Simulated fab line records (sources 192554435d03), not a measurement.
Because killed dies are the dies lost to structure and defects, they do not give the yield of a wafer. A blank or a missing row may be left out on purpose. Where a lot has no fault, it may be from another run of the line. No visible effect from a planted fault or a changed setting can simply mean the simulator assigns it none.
The tool behind it: which one? ; flow n5 finfet ; 36 wafers from 12 lots sampled at 2 of the route's 1938 steps

## WHAT THE GAUGES SHOWED, per wafer
N5_BEOL_M6_THK_MEAS_53: measures by xrf.
lot;measured;on;M6_THK (nm)
L075;day 9 00:40;film metro-01;82.9 83.6 81.1
L076;day 9 12:43;film metro-01;81.0 79.9 81.7
L079;day 10 06:24;film metro-01;80.5 81.4 79.8
L081;day 10 14:19;film metro-01;78.5 77.3 78.0
L083;day 10 20:26;film metro-01;76.7 78.2 77.5
L085;day 11 17:59;film metro-01;79.5 79.6 83.0
L087;day 12 15:38;film metro-01;82.0 79.7 80.2
L089;day 12 21:08;film metro-01;81.2 80.8 79.4
L091;day 13 02:49;film metro-02;78.4 78.3 78.0
L093;day 13 19:29;film metro-01;81.3 80.8 78.7
L096;day 14 06:09;film metro-01;76.3 76.2 79.3
L097;day 14 15:52;film metro-01;78.3 76.8 80.2

## EACH LOT AND THE TOOL THAT RAN IT (in order: tool; ch and the chambers of the sampled wafers; start)
lot;N5_BEOL_M6_STRIP_80
L075;rie diel-02 ch 0,1,3, day 9 00:40 or earlier
L076;rie diel-02 ch 0,2,3, day 9 12:43 or earlier
L079;rie diel-03 ch 0,3, day 10 06:24 or earlier
L081;rie diel-03 ch 2,3, day 10 14:19 or earlier
L083;rie diel-06 ch 1,2,3, day 10 20:26 or earlier
L085;rie diel-02 ch 0,1, day 11 17:59 or earlier
L087;rie diel-02 ch 0,1,3, day 12 15:38 or earlier
L089;rie diel-02 ch 0,1,2, day 12 21:08 or earlier
L091;rie diel-06 ch 0,1,3, day 13 02:49 or earlier
L093;rie diel-02 ch 2,3, day 13 19:29 or earlier
L096;rie diel-06 ch 1,2,3, day 14 06:09 or earlier
L097;rie diel-02 ch 0,1,3, day 14 15:52 or earlier
- N5_BEOL_M6_STRIP_80: strips in N2/H2, time 10 s.

## THE ANSWER, worked out from the rows above alone
Rule: the usual values come from the lots themselves. The widest of any qualifying gaps counts: lots, ordered by their means at a reading, are off when they make up no more than a third of the lots, leave a main group of 4 or more, and stand apart from it by 3 or more times the standard deviation of that group's means. If all means in a main group match to the digits the tables above print for the reading, that group is not used. Also off: a lot with no number at a reading for which 4 or more lots have one. Any other lot the step has rows for is counted as sound.
None of the lots is off at any reading shown; this tells nothing.

## WHAT WAS PUT IN BY THE SIMULATOR
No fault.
